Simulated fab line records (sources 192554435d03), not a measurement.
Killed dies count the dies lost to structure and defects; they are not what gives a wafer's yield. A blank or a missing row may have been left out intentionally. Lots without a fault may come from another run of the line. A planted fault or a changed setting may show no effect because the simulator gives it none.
fab line records ; flow n5_finfet
[record] lots = 8; wafers = 24; last_day = 18
route steps=1938 shown WELL_APT@31 PMOS_HMC_CHANNEL_EPI@68 FIN_SAQP@112 BEOL_M4@1111 PASSIVATION@1936
lots with no fault: from the same line, run without faults
start_h: the number of hours between the record's first day and the start of the first shown wafer of the lot ; wait_h: hours elapsed since this lot's preceding step ; " as in the row above ; L1.1+2: a row that stands for several wafers ; - value missing, or start not given ; * or withheld: withheld ; < > ~ a bound
route shown NAME@n: a module of which the file shows steps, and the number in the route of the first ; usual: mean/standard deviation taken from wafers without a fault ; same: alike in all rows ; chamber/n: place in a boat ; sites: each site's reading ; _std_site: standard deviation of those values ; _edge_site: outer sites' mean less inner sites' ; radius_mm: for every site, how far away it sits from the centre of the wafer ; mask NAME#n: copy n ; behind: the tool/chamber that last shaped the wafer ; hold: why the lot went on hold/how many hours it stayed there/how the hold came to an end ; device: which transistor (n, p or np) failed to switch ; end of line: at the end of the route, the tests of the same wafers ; a step without rows: its recipe alone ; killed: dies that structure and defects cost at the first sort, which is not the same as the wafer's yield ; map: a wafer's dies, x killed, . not, _ none there
set.NAME: the run value of the setting; set.NAME@STEP: its run value at that earlier step ; model.NAME: the simulator's own value behind a step, which no gauge read
a sample of lots followed through the steps of the route, with each step as a table and each wafer as a row
services: a tool's chamber out of use, with start hour (start_h, from the record's first day; less than 0 if before it), hours out, and reason
[[steps]]
[step N5_WELL_APT_DESCUM_13]
[recipe] chemistry = O2; time_s = 7.9; source_power_w = 50; bias_power_w = 20; pressure_mtorr = 20; rf_frequency_hz = 2.712e+07; temp_c = 40; o2_flow_sccm = 225
[usual] drypump_motor_current_A = 6.0/0.43; oes_product_au = 0.80/0.1; rf_vpp_V = 243.0/1.4; showerhead_plenum_p_Torr = 2.08/0.08; throttle_valve_pct = 20.44/0.22
lot.wafer;tool;chamber;start_h;wait_h;drypump_motor_current_A;oes_product_au;rf_hours_counter_h;rf_vpp_V;showerhead_plenum_p_Torr;throttle_valve_pct
L525.1;rie_diel-04;0;38.06;0.0;6.2;0.69;233;240.8;2.08;20.60
L525.3;rie_diel-04;2;38.06;0.0;6.3;0.74;162;242.3;2.00;20.81
L525.5;rie_diel-04;2;38.06;0.0;6.3;0.73;-;243.5;2.00;20.80
L526.1;rie_diel-04;1;44.23;0.5;6.3;0.98;6;243.6;2.13;20.26
L526.2;rie_diel-04;2;44.23;0.5;6.3;0.74;165;240.3;2.00;20.82
L526.6;rie_diel-04;2;44.23;0.5;6.3;0.73;-;240.4;2.00;20.81
L535.2;rie_diel-02;3;97.99;0.3;6.3;0.96;11;243.1;2.13;20.33
L535.3;rie_diel-02;0;97.99;0.3;6.4;0.77;146;241.7;2.01;20.51
L535.5;rie_diel-02;1;97.99;0.3;6.2;0.70;-;240.5;1.98;20.57
L536.3;rie_diel-03;0;103.90;0.1;5.7;0.72;212;242.9;1.99;20.56
L536.5;rie_diel-03;3;103.90;0.1;5.4;0.91;-;245.8;2.23;20.10
L536.6;rie_diel-03;0;103.90;0.1;5.7;0.73;-;241.7;1.99;20.59
L537.1;rie_diel-04;3;109.80;0.1;5.3;0.91;21;242.3;2.05;20.10
L537.3;rie_diel-04;1;109.80;0.1;6.3;0.92;31;244.6;2.12;20.29
L537.6;rie_diel-04;2;109.80;0.1;6.3;0.71;-;241.3;1.99;20.86
L538.1;rie_diel-02;3;116.03;0.0;6.4;0.93;18;244.3;2.13;20.34
L538.2;rie_diel-02;2;116.03;0.0;6.0;0.82;99;244.2;2.21;20.26
L538.3;rie_diel-02;0;116.03;0.0;6.4;0.75;152;242.8;2.01;20.52
L542.2;rie_diel-02;3;139.95;0.0;6.4;0.91;27;243.9;2.13;20.35
L542.5;rie_diel-02;3;139.95;0.0;6.4;0.92;-;245.0;2.13;20.35
L542.6;rie_diel-02;0;139.95;0.0;6.4;0.74;-;241.7;2.00;20.54
L543.1;rie_diel-03;1;145.65;0.0;5.9;0.88;38;244.3;2.13;20.56
L543.4;rie_diel-03;3;145.65;0.0;5.4;0.87;28;245.8;2.22;20.11
L543.5;rie_diel-03;3;145.65;0.0;5.4;0.87;-;245.6;2.22;20.11
[step N5_WELL_APT_CD_MEAS_25]
[recipe] target_cd_nm = 200; landing_energy_ev = 500; detector = se_inlens
[usual] cd_nm = 199.6/2.6
lot.wafer;tool;chamber;start_h;wait_h;cd_nm
L525.1;cd_sem-03;0;39.09;-;200.8
L525.3;cd_sem-03;0;39.09;-;197.5
L525.5;cd_sem-03;0;39.09;-;199.3
L526.1;cd_sem-03;0;45.26;-;201.1
L526.2;cd_sem-03;0;45.26;-;202.3
L526.6;cd_sem-03;0;45.26;-;202.7
L535.2;cd_sem-03;0;99.15;-;196.5
L535.3;cd_sem-03;0;99.15;-;197.2
L535.5;cd_sem-03;0;99.15;-;198.1
L536.3;cd_sem-01;0;105.08;-;202.6
L536.5;cd_sem-01;0;105.08;-;201.4
L536.6;cd_sem-01;0;105.08;-;201.6
L537.1;cd_sem-03;0;110.98;-;197.7
L537.3;cd_sem-03;0;110.98;-;201.6
L537.6;cd_sem-03;0;110.98;-;202.0
L538.1;cd_sem-03;0;117.07;-;201.5
L538.2;cd_sem-03;0;117.07;-;200.3
L538.3;cd_sem-03;0;117.07;-;201.4
L542.2;cd_sem-03;0;141.11;-;197.5
L542.5;cd_sem-03;0;141.11;-;196.7
L542.6;cd_sem-03;0;141.11;-;198.0
L543.1;cd_sem-01;0;146.80;-;200.8
L543.4;cd_sem-01;0;146.80;-;196.2
L543.5;cd_sem-01;0;146.80;-;196.9
[step N5_PMOS_HMC_CHANNEL_EPI_DESCUM_14]
[recipe] chemistry = O2; time_s = 7.9; source_power_w = 50; bias_power_w = 20; pressure_mtorr = 20; rf_frequency_hz = 2.712e+07; temp_c = 40; resist = CAR-ArF-block; o2_flow_sccm = 225
[usual] drypump_motor_current_A = 5.7/0.71; oes_product_au = 0.76/0.07; rf_vpp_V = 243.1/1.5; showerhead_plenum_p_Torr = 2.09/0.082; throttle_valve_pct = 20.49/0.21
lot.wafer;tool;chamber;start_h;wait_h;drypump_motor_current_A;oes_product_au;rf_hours_counter_h;rf_vpp_V;showerhead_plenum_p_Torr;throttle_valve_pct
L525.1;rie_diel-06;3;41.58;0.0;5.5;0.76;139;242.0;2.08;20.31
L525.3;rie_diel-06;2;41.58;0.0;6.5;0.69;227;243.4;2.06;20.35
L525.5;rie_diel-06;2;41.58;0.0;6.5;0.70;-;242.5;2.06;20.35
L526.1;rie_diel-05;1;47.58;0.0;6.7;0.77;113;242.1;2.00;20.38
L526.2;rie_diel-05;3;47.58;0.0;5.0;0.66;235;241.3;1.98;20.76
L526.6;rie_diel-05;2;47.58;0.0;5.3;0.75;-;242.9;2.16;20.36
L535.2;rie_diel-06;2;101.62;0.0;6.5;0.67;242;242.3;2.05;20.37
L535.3;rie_diel-06;3;101.62;0.0;5.4;0.75;152;244.1;2.07;20.34
L535.5;rie_diel-06;2;101.62;0.0;6.5;0.68;-;243.7;2.05;20.37
L536.3;rie_diel-06;1;107.53;0.0;5.4;0.74;168;241.9;2.09;20.48
L536.5;rie_diel-06;3;107.53;0.0;5.5;0.75;-;242.3;2.07;20.35
L536.6;rie_diel-06;0;107.53;0.0;6.4;0.86;-;244.1;2.21;20.07
L537.1;rie_diel-05;1;113.33;0.1;6.7;0.75;137;243.0;1.99;20.43
L537.3;rie_diel-05;2;113.33;0.1;5.3;0.71;190;243.6;2.15;20.39
L537.6;rie_diel-05;2;113.33;0.1;5.3;0.71;-;245.3;2.15;20.41
L538.1;rie_diel-01;0;119.32;0.0;5.0;0.80;139;244.2;2.19;20.70
L538.2;rie_diel-01;1;119.32;0.0;5.2;0.71;207;244.0;2.15;20.28
L538.3;rie_diel-01;2;119.32;0.0;5.6;0.79;131;243.7;2.11;20.69
L542.2;rie_diel-06;3;143.40;0.2;5.5;0.75;167;243.2;2.07;20.36
L542.5;rie_diel-06;0;143.40;0.2;6.4;0.84;-;243.7;2.20;20.08
L542.6;rie_diel-06;1;143.40;0.2;5.4;0.73;-;242.1;2.08;20.50
L543.1;rie_diel-05;0;149.02;0.0;6.7;0.70;193;240.3;1.98;20.73
L543.4;rie_diel-05;1;149.02;0.0;6.7;0.75;148;243.9;1.99;20.46
L543.5;rie_diel-05;3;149.02;0.0;5.0;0.97;-;245.4;2.23;20.42
[step N5_PMOS_HMC_CHANNEL_EPI_FIN_RECESS_16]
[recipe] chemistry = HBr/Cl2; target = Si; mask_material = SiO2; target_depth_a = 540; time_s = 18; pressure_mtorr = 10; icp_w = 800; bias_w = 75; HBr_flow_sccm = 150; Cl2_flow_sccm = 80
[usual] HBr_flow_sccm = 150.0/0.44; bias_w = 74.97/0.21; drypump_motor_current_A = 5.7/0.59; oes_product_au = 1.004/0.016; throttle_valve_pct = 35.5/0.44
lot.wafer;tool;chamber;start_h;wait_h;HBr_flow_sccm;bias_w;drypump_motor_current_A;oes_product_au;rf_hours_counter_h;throttle_valve_pct
L525.1;rie_si-04;0;42.05;0.0;150.2;75.15;4.7;0.988;79;35.0
L525.3;rie_si-04;2;42.05;0.0;150.8;75.22;5.6;1.027;6;35.7
L525.5;rie_si-04;0;42.05;0.0;150.1;75.03;4.7;0.990;-;35.0
L526.1;rie_si-04;2;48.05;0.0;150.1;74.96;5.6;1.032;6;35.8
L526.2;rie_si-04;0;48.05;0.0;150.3;74.84;4.6;0.992;79;35.0
L526.6;rie_si-04;1;48.05;0.0;149.4;74.96;6.0;0.994;-;35.1
L535.2;rie_si-05;3;102.07;0.0;-;-;-;-;-;-
L535.3;rie_si-05;1;102.07;0.0;-;-;-;-;-;-
L535.5;rie_si-05;2;102.07;0.0;-;-;-;-;-;-
L536.3;rie_si-03;1;107.99;0.0;-;-;-;-;-;-
L536.5;rie_si-03;1;107.99;0.0;-;-;-;-;-;-
L536.6;rie_si-03;2;107.99;0.0;-;-;-;-;-;-
L537.1;rie_si-04;0;113.79;0.0;-;-;-;-;-;-
L537.3;rie_si-04;2;113.79;0.0;-;-;-;-;-;-
L537.6;rie_si-04;3;113.79;0.0;-;-;-;-;-;-
L538.1;rie_si-04;0;119.78;0.0;149.7;74.87;4.6;0.985;80;35.0
L538.2;rie_si-04;2;119.78;0.0;150.2;75.04;5.5;1.023;8;35.8
L538.3;rie_si-04;1;119.78;0.0;150.9;75.23;6.0;1.002;9;35.1
L542.2;rie_si-05;2;143.86;0.0;149.7;74.84;6.4;1.018;5;35.9
L542.5;rie_si-05;3;143.86;0.0;150.6;75.09;5.1;0.994;-;36.4
L542.6;rie_si-05;2;143.86;0.0;149.9;74.92;6.4;1.027;-;35.9
L543.1;rie_si-04;0;149.48;0.0;149.5;75.01;4.6;0.988;81;35.0
L543.4;rie_si-04;3;149.48;0.0;150.6;74.78;6.2;0.997;74;34.7
L543.5;rie_si-04;0;149.48;0.0;149.3;74.98;4.6;0.989;-;35.0
[step N5_FIN_SAQP_OVL_MEAS_17]
[recipe] points_per_wafer = 44
[usual] FIN_CORE_OVL = 0.0/0.8
lot.wafer;tool;chamber;start_h;wait_h;FIN_CORE_OVL[nm]
L525.1;overlay-02;0;45.57;0.0;-0.5
L525.3;overlay-02;0;45.57;0.0;-0.6
L525.5;overlay-02;0;45.57;0.0;-0.7
L526.1;overlay-02;0;51.81;0.0;-0.1
L526.2;overlay-02;0;51.81;0.0;-0.6
L526.6;overlay-02;0;51.81;0.0;-0.6
L535.2;overlay-02;0;105.78;0.0;-
L535.3;overlay-02;0;105.78;0.0;-
L535.5;overlay-02;0;105.78;0.0;-
L536.3;overlay-02;0;111.64;0.0;-
L536.5;overlay-02;0;111.64;0.0;-
L536.6;overlay-02;0;111.64;0.0;-
L537.1;overlay-02;0;117.99;0.0;-
L537.3;overlay-02;0;117.99;0.0;-
L537.6;overlay-02;0;117.99;0.0;-
L538.1;overlay-02;0;123.42;0.0;0.7
L538.2;overlay-02;0;123.42;0.0;0.2
L538.3;overlay-02;0;123.42;0.0;0.8
L542.2;overlay-01;0;147.76;0.0;0.6
L542.5;overlay-01;0;147.76;0.0;0.7
L542.6;overlay-01;0;147.76;0.0;0.3
L543.1;overlay-01;0;153.25;0.0;1.4
L543.4;overlay-01;0;153.25;0.0;1.7
L543.5;overlay-01;0;153.25;0.0;1.0
[step N5_BEOL_M4_RC_MEAS_101]
[usual] CJ_P = 5.82/0.15; DIBL_N = 36.3/1.9; DIBL_P = 36.0/2.1; IOFF_N = 0.16/0.031; IOFF_P = 0.21/0.035; IOFF_P_85C = 3.6/0.5; IOFF_P_LIN = 0.100/0.012; IOFF_P_LONG = 0.000108/8.2e-06; ION_N = 675/14; ION_P = 464/8.5; REXT_P = 100.2/2.6; SS_N = 71.5/0.6; SS_P = 73.3/0.72; VT_N = 250/3.2; VT_P = -250/3.1; VT_P_LONG = -275/3.1; VT_P_LVT = -98.9/2.6
lot.wafer;tool;chamber;start_h;wait_h;CJ_P;DIBL_N[mV/V];DIBL_P[mV/V];IOFF_N[nA/um];IOFF_P[nA/um];IOFF_P_85C[nA/um];IOFF_P_LIN[nA/um];IOFF_P_LONG[nA/um];ION_N[uA/um];ION_P[uA/um];REXT_P[ohm.um];SS_N[mV/dec];SS_P[mV/dec];VT_N[mV];VT_P[mV];VT_P_LONG[mV];VT_P_LVT[mV]
L525.1;prober-02;0;186.04;0.0;6.08;36.8;36.4;0.15;0.20;3.4;0.094;0.000101;654;452;96.4;72.1;73.0;254;-254;-275;-101.7
L525.3;prober-02;0;186.04;0.0;5.91;35.1;34.4;0.13;0.18;3.1;0.088;9.9e-05;664;455;96.6;70.7;72.6;253;-253;-276;-102.7
L525.5;prober-02;0;186.04;0.0;5.98;34.9;34.6;0.13;0.18;3.1;0.087;0.000101;668;459;97.2;71.4;73.1;253;-253;-277;-102.0
L526.1;prober-01;0;192.67;0.0;6.03;34.9;35.4;0.14;0.21;3.7;0.105;0.000121;667;468;99.1;71.2;72.8;249;-248;-272;-97.5
L526.2;prober-01;0;192.67;0.0;6.02;33.6;34.7;0.13;0.20;3.5;0.101;0.000123;671;470;99.2;71.3;72.7;250;-248;-270;-98.3
L526.6;prober-01;0;192.67;0.0;5.69;33.5;34.3;0.14;0.21;3.6;0.104;0.000118;681;480;98.6;71.0;72.3;249;-247;-268;-96.8
L535.2;prober-01;0;285.25;0.2;6.49;37.7;56.5;0.17;0.00;0.1;0.001;3.2e-05;691;120;77.5;72.6;76.8;248;-408;-497;-262.8
L535.3;prober-01;0;285.25;0.2;6.45;36.4;54.9;0.15;0.00;0.0;0.000;3e-05;675;116;77.5;72.1;76.1;250;-417;-498;-263.3
L535.5;prober-01;0;285.25;0.2;6.55;37.2;55.3;0.16;0.00;0.1;0.001;3.2e-05;676;116;77.0;72.3;76.3;251;-417;-499;-265.2
L542.2;prober-02;0;288.12;0.2;5.88;38.4;36.3;0.17;0.21;3.7;0.101;0.00011;663;453;100.3;72.6;73.2;250;-250;-274;-100.3
L542.5;prober-02;0;288.12;0.2;5.89;35.6;34.7;0.12;0.19;3.4;0.096;0.000112;668;464;99.1;71.1;73.2;252;-251;-275;-101.7
L542.6;prober-02;0;288.12;0.2;5.79;38.0;37.4;0.16;0.22;3.9;0.106;0.00011;676;460;102.3;72.0;74.0;248;-246;-271;-100.3
L537.1;prober-02;0;295.30;0.0;6.56;39.3;61.3;0.22;0.00;0.1;0.001;3.3e-05;696;124;75.6;72.3;77.7;246;-410;-494;-260.5
L537.3;prober-02;0;295.30;0.0;6.51;36.0;55.7;0.15;0.00;0.0;0.000;3.1e-05;694;119;77.3;70.8;76.6;249;-417;-493;-266.1
L537.6;prober-02;0;295.30;0.0;6.39;36.2;56.2;0.15;0.00;0.0;0.000;3.1e-05;686;118;76.5;71.5;76.5;249;-420;-495;-266.3
L536.3;prober-01;0;302.67;0.3;6.44;33.1;53.7;0.11;0.00;0.0;0.000;3e-05;665;115;76.4;69.9;75.7;255;-418;-497;-265.4
L536.5;prober-01;0;302.67;0.3;6.50;37.4;59.9;0.17;0.00;0.1;0.001;3.1e-05;680;121;76.1;71.8;77.3;253;-416;-501;-262.8
L536.6;prober-01;0;302.67;0.3;6.41;33.9;55.3;0.12;0.00;0.0;0.000;2.9e-05;664;115;77.8;70.9;76.0;254;-418;-499;-265.8
L538.1;prober-01;0;313.40;0.0;5.84;38.9;37.9;0.18;0.24;4.1;0.112;0.000104;673;462;101.7;71.4;74.0;248;-249;-275;-97.8
L538.2;prober-01;0;313.40;0.0;5.79;36.9;34.5;0.15;0.19;3.4;0.094;0.000101;673;456;100.1;71.2;73.6;249;-252;-278;-100.8
L538.3;prober-01;0;313.40;0.0;5.50;37.8;36.4;0.15;0.22;3.8;0.100;9.7e-05;648;451;100.1;72.2;74.2;253;-252;-278;-100.3
L543.1;prober-02;0;324.58;0.0;5.91;35.8;36.4;0.15;0.23;3.9;0.108;0.000117;676;469;101.5;72.4;73.1;251;-249;-274;-97.9
L543.4;prober-02;0;324.58;0.0;5.82;34.3;34.6;0.13;0.19;3.4;0.095;0.000117;673;465;101.6;71.7;72.1;253;-250;-274;-101.2
L543.5;prober-02;0;324.58;0.0;5.99;36.3;36.0;0.15;0.21;3.6;0.102;0.00012;676;465;100.3;72.0;72.5;251;-249;-272;-99.1
[step N5_PASSIVATION_PROBE_49]
[usual] defect_limited_yield = 91.0/1.5; killed_at_M0_to_M3 = 32/9.6; killed_at_M4_up = 13/4.7; killed_at_contacts = 13/7.2; killed_at_front_end = 44/13; killed_at_other = 4/3.4; killed_dies = 106/18; killed_open = 70/13; killed_short = 35/8; sort_bin_5_function = 5.3/0.97; sort_bin_6_memory = 3.4/0.73; sort_bin_8_speed = 0.00/0.036; sort_n_pass = 1074/18; sort_yield_pct = 91.0/1.5
[same] gross_dies = 1180; killed_at_back_side = 0; sort_bin_4_leakage[%] = 0
lot.wafer;tool;chamber;start_h;wait_h;defect_limited_yield[%];killed_at_M0_to_M3;killed_at_M4_up;killed_at_contacts;killed_at_front_end;killed_at_other;killed_dies;killed_open;killed_short;sort_bin_5_function[%];sort_bin_6_memory[%];sort_bin_8_speed[%];sort_n_pass;sort_yield_pct[%]
L535.2;prober-02;-;375.95;0.1;92.5;41;8;6;32;2;89;59;28;5.2;2.1;92.46;0;0
L535.3;prober-02;-;376.00;0.1;92.2;36;12;14;30;0;92;56;34;4.8;2.7;92.20;0;0
L535.5;prober-02;-;376.10;0.2;93.9;22;15;14;20;1;72;46;23;3.2;2.6;93.90;0;0
L537.1;prober-02;-;396.76;0.0;89.8;41;14;8;56;1;120;80;33;6.2;3.6;89.83;0;0
L537.3;prober-02;-;396.86;0.1;90.6;41;10;5;52;3;111;77;29;5.1;3.9;90.59;0;0
L537.6;prober-02;-;397.01;0.3;90.7;25;10;28;47;0;110;74;30;5.9;2.5;90.68;0;0
L538.1;prober-01;-;425.08;0.0;89.5;33;16;26;47;2;124;87;36;5.8;4.3;0;1056;89.5
L538.2;prober-01;-;425.13;0.1;91.6;31;7;15;43;3;99;60;37;4.7;3.3;0;1081;91.6
L538.3;prober-01;-;425.18;0.1;91.0;22;11;20;50;3;106;63;42;5.3;3.2;0;1074;91.0
L536.3;prober-02;-;425.17;0.1;89.3;19;11;13;76;7;126;68;55;6.4;3.9;89.32;0;0
L536.5;prober-02;-;425.27;0.2;91.3;29;17;12;42;3;103;58;37;5.4;3.0;91.27;0;0
L536.6;prober-02;-;425.32;0.3;90.3;43;10;10;47;5;115;76;30;4.7;4.2;90.25;0;0
// killed by level:class
L535.2 BEOL_M0_SAQP:geometric_particle:open=16 FIN_SAQP:geometric_particle:short=9 BEOL_M0_SAQP:geometric_particle:short=9 DUMMY_GATE:geometric_particle:open=6 MOL_CONTACT_COAG:geometric_particle:open=6 FIN_SAQP:geometric_particle:open=5 BEOL_M1:geometric_particle:open=4 BEOL_M2:geometric_particle:open=4
L535.3 BEOL_M0_SAQP:geometric_particle:open=13 MOL_CONTACT_COAG:geometric_particle:open=12 FIN_SAQP:geometric_particle:short=9 BEOL_M0_SAQP:geometric_particle:short=8 FIN_SAQP:geometric_particle:open=7 BEOL_M2:geometric_particle:open=6 GATE_CUT:geometric_particle:short=3 BEOL_M4:geometric_particle:open=3
L535.5 MOL_CONTACT_COAG:geometric_particle:open=12 BEOL_M0_SAQP:geometric_particle:open=8 BEOL_M0_SAQP:geometric_particle:short=7 FIN_SAQP:geometric_particle:open=6 BEOL_M4:geometric_particle:open=6 BEOL_M3:geometric_particle:open=4 STARTING-WAFER:geometric_particle:short=3 STARTING-WAFER:geometric_particle:open=3
L537.1 STI_FIN_REVEAL:geometric_particle:open=24 BEOL_M3:geometric_particle:open=10 BEOL_M1:geometric_particle:open=9 FIN_SAQP:geometric_particle:open=7 FIN_SAQP:geometric_particle:short=5 MOL_CONTACT_COAG:geometric_particle:open=5 BEOL_M0_SAQP:geometric_particle:short=5 BEOL_M4:geometric_particle:open=5
L537.3 STI_FIN_REVEAL:geometric_particle:open=12 DUMMY_GATE:geometric_particle:open=11 FIN_SAQP:geometric_particle:open=10 BEOL_M1:geometric_particle:open=10 BEOL_M2:geometric_particle:open=8 BEOL_M4:geometric_particle:open=7 BEOL_M3:geometric_particle:short=6 BEOL_M3:geometric_particle:open=5
L537.6 MOL_CONTACT_COAG:geometric_particle:open=19 STI_FIN_REVEAL:geometric_particle:open=14 MOL_CONTACT_COAG:geometric_particle:short=9 BEOL_M4:geometric_particle:open=7 FIN_SAQP:geometric_particle:short=6 FIN_SAQP:geometric_particle:open=6 BEOL_M0_SAQP:geometric_particle:open=5 BEOL_M0_SAQP:geometric_particle:short=5
L538.1 MOL_CONTACT_COAG:geometric_particle:open=22 STI_FIN_REVEAL:geometric_particle:open=18 BEOL_M0_SAQP:geometric_particle:short=11 BEOL_M0_SAQP:geometric_particle:open=7 BEOL_M1:geometric_particle:open=7 FIN_SAQP:geometric_particle:open=6 BEOL_M8:geometric_particle:open=6 DUMMY_GATE:geometric_particle:open=5
L538.2 MOL_CONTACT_COAG:geometric_particle:open=12 STI_FIN_REVEAL:geometric_particle:open=9 BEOL_M0:geometric_particle:open=7 STARTING-WAFER:geometric_particle:short=7 BEOL_M0_SAQP:geometric_particle:short=6 BEOL_M0_SAQP:geometric_particle:open=6 STI_FIN_REVEAL:geometric_particle:short=5 FIN_SAQP:geometric_particle:short=4
L536.3 FIN_SAQP:geometric_particle:short=28 FIN_SAQP:geometric_particle:open=23 MOL_CONTACT_COAG:geometric_particle:open=9 GATE_CUT:geometric_particle:short=8 ILD0:geometric_particle:open=6 BEOL_M2:geometric_particle:open=6 BEOL_M4:geometric_particle:open=5 STARTING-WAFER:geometric_particle:open=4
L538.3 MOL_CONTACT_COAG:geometric_particle:open=15 STI_FIN_REVEAL:geometric_particle:open=12 BEOL_M0_SAQP:geometric_particle:short=8 STI_FIN_REVEAL:geometric_particle:short=7 GATE_CUT:geometric_particle:short=6 MOL_CONTACT_COAG:geometric_particle:short=5 BEOL_M1:geometric_particle:open=5 BEOL_M3:geometric_particle:open=5
L536.5 FIN_SAQP:geometric_particle:short=16 MOL_CONTACT_COAG:geometric_particle:open=10 BEOL_M0_SAQP:geometric_particle:short=8 BEOL_M3:geometric_particle:open=8 FIN_SAQP:geometric_particle:open=7 STI_FIN_REVEAL:geometric_particle:open=5 BEOL_M0_SAQP:geometric_particle:open=4 BEOL_M0:geometric_particle:open=4
L536.6 FIN_SAQP:geometric_particle:open=13 BEOL_M2:geometric_particle:open=13 MOL_CONTACT_COAG:geometric_particle:open=10 BEOL_M0_SAQP:geometric_particle:short=10 BEOL_M0_SAQP:geometric_particle:open=7 FIN_SAQP:geometric_particle:short=6 HKMG_FIN:area_etch=6 GATE_CUT:geometric_particle:open=5
[[services]]
tool;chamber;start_h;hours;kind
rie_si-05;2;23.97;1.3;repair
rie_diel-04;-;24.08;0.3;repair
rie_si-04;2;28.68;1.0;repair
rie_diel-04;3;36.06;-;clean
rie_diel-04;3;36.06;-;consumable_replace:focus_ring
rie_diel-04;3;36.06;22.7;scheduled_down
rie_si-04;0;37.80;2.8;repair
rie_diel-03;1;50.89;8.8;repair
rie_si-05;1;61.31;6.5;repair
rie_diel-05;-;61.74;0.4;repair
rie_si-04;-;76.99;0.3;repair
rie_diel-06;-;78.44;14.6;pm
rie_si-04;0;82.15;13.6;repair
rie_diel-04;1;98.25;7.9;repair
rie_diel-04;-;101.94;0.2;repair
rie_diel-03;2;103.38;6.4;repair
rie_diel-03;0;107.48;11.9;repair
rie_diel-04;0;111.02;1.2;repair
rie_si-03;0;125.66;9.2;repair
rie_diel-06;2;128.02;-;clean
rie_diel-06;2;128.02;-;consumable_replace:focus_ring
rie_diel-06;2;128.02;22.3;scheduled_down
rie_diel-06;2;128.02;22.3;vent_cycle
rie_si-03;-;129.77;0.4;repair
[[key]]
[first_sign] step = N5_PMOS_HMC_CHANNEL_EPI_FIN_RECESS_16; reading = tool_record; direction = missing
[effect] step = N5_FIN_SAQP_OVL_MEAS_17; reading = FIN_CORE_OVL; direction = missing
[effect] step = N5_BEOL_M4_RC_MEAS_101; reading = VT_P_LONG; direction = down; sigmas = 71; usual = -275; struck = -497
[effect] step = N5_BEOL_M4_RC_MEAS_101; reading = VT_P_LVT; direction = down; sigmas = 63; usual = -98.9; struck = -264.3
[effect] step = N5_BEOL_M4_RC_MEAS_101; reading = VT_P; direction = down; sigmas = 53; usual = -250; struck = -416
[effect] step = N5_BEOL_M4_RC_MEAS_101; reading = ION_P; direction = down; sigmas = 41; usual = 464; struck = 118
[effect] step = N5_BEOL_M4_RC_MEAS_101; reading = DIBL_P; direction = up; sigmas = 9.7; usual = 36.0; struck = 56.5
[effect] step = N5_BEOL_M4_RC_MEAS_101; reading = IOFF_P_LONG; direction = down; sigmas = 9.3; usual = 0.000108; struck = 3.1e-05
[effect] step = N5_BEOL_M4_RC_MEAS_101; reading = REXT_P; direction = down; sigmas = 8.9; usual = 100.2; struck = 76.9
[effect] step = N5_BEOL_M4_RC_MEAS_101; reading = IOFF_P_LIN; direction = down; sigmas = 8; usual = 0.100; struck = 0.001
[effect] step = N5_BEOL_M4_RC_MEAS_101; reading = IOFF_P_85C; direction = down; sigmas = 7.2; usual = 3.6; struck = 0.1
[effect] step = N5_BEOL_M4_RC_MEAS_101; reading = IOFF_P; direction = down; sigmas = 6; usual = 0.21; struck = 0.00
[effect] step = N5_BEOL_M4_RC_MEAS_101; reading = SS_P; direction = up; sigmas = 4.5; usual = 73.3; struck = 76.5
[effect] step = N5_BEOL_M4_RC_MEAS_101; reading = CJ_P; direction = up; sigmas = 4.5; usual = 5.82; struck = 6.48
[effect] step = N5_PASSIVATION_PROBE_49; reading = sort_bin_8_speed; direction = up; sigmas = 99+; usual = 0.00; struck = 91.17
met_at N5_PMOS_HMC_CHANNEL_EPI_FIN_RECESS_16
struck_lots L535,L536,L537
not_acting_at N5_WELL_APT_DESCUM_13,N5_WELL_APT_CD_MEAS_25,N5_PMOS_HMC_CHANNEL_EPI_DESCUM_14
onset_between 48.05 102.07
[fault] kind = skipped_step_whole; tool = rie_si-03,rie_si-04,rie_si-05; chamber = -; onset_h = 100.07; steps = N5_PMOS_HMC_CHANNEL_EPI_FIN_RECESS_16; scope = struck_lots_only
